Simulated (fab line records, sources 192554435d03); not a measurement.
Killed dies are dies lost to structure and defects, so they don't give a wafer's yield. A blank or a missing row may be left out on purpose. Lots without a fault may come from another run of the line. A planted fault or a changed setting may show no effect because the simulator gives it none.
One fault seen from 2 desks | flow n5_finfet | each desk has only its own numbers; what lay behind them comes last

THE TOOL OWNER'S DESK: pecvd-02
The tool's own readings at N5_FIN_SAQP_HM_DEP_72 (deposits SiO2 from SiH4/N2O, target thk 12 nm, time 7.2 s): means of the sampled wafers that have a number, for each lot that ran on this tool. A lot is out of limits, marked OUT, if its mean lies more than 4 standard deviations from the usual mean; the brackets give that distance.
Columns: A = heater_power_w at N5_FIN_SAQP_HM_DEP_72, usual 769 W; B = showerhead_plenum_p_Torr at N5_FIN_SAQP_HM_DEP_72, usual 8.19 Torr; C = showerhead_vpp_V at N5_FIN_SAQP_HM_DEP_72, usual 1044 V
lot  | first seen here | A   | B    | C
L129 | day 3 09:57     | 853 | 8.24 | 1104
L141 | day 6 10:59     | 876 | 8.26 | 1101
L142 | day 6 18:34     | 789 | 8.20 | 1062
This desk's finding: nothing out of limits on any of the 3 lots.

THE METROLOGY DESK
What the gauges read, lot by lot, whatever tool the lot ran on: means of the sampled wafers that have a number. A lot is out of limits, marked OUT, if its mean lies more than 4 standard deviations from the usual mean; the brackets give that distance. Of its 10 readings 7 are shown: those that lie furthest out on some lot.
Columns: A = DIBL_N at N5_BEOL_M4_RC_MEAS_101, usual 36.0 mV/V; B = DIBL_P at N5_BEOL_M4_RC_MEAS_101, usual 35.8 mV/V; C = ION_P at N5_BEOL_M4_RC_MEAS_101, usual 460 uA/um; D = SS_N at N5_BEOL_M4_RC_MEAS_101, usual 71.5 mV/dec; E = SS_P at N5_BEOL_M4_RC_MEAS_101, usual 73.2 mV/dec; F = VT_N at N5_BEOL_M4_RC_MEAS_101, usual 250 mV; G = VT_P at N5_BEOL_M4_RC_MEAS_101, usual -251 mV
lot  | first seen here | A    | B    | C   | D    | E    | F   | G
L129 | day 9 08:35     | 38.3 | 38.6 | 456 | 72.2 | 73.5 | 248 | -248
L141 | day 12 10:23    | 34.8 | 35.9 | 451 | 70.8 | 73.0 | 252 | -255
L142 | day 13 01:43    | 37.1 | 37.5 | 462 | 71.5 | 74.1 | 248 | -249
L144 | day 13 09:58    | 34.2 | 34.5 | 455 | 70.6 | 73.1 | 254 | -256
This desk's finding: nothing out of limits on any of the 4 lots.

PUT TOGETHER
The tool owner's desk saw nothing out of limits.
The metrology desk saw nothing out of limits.

WHAT THE SIMULATOR HAD PUT IN
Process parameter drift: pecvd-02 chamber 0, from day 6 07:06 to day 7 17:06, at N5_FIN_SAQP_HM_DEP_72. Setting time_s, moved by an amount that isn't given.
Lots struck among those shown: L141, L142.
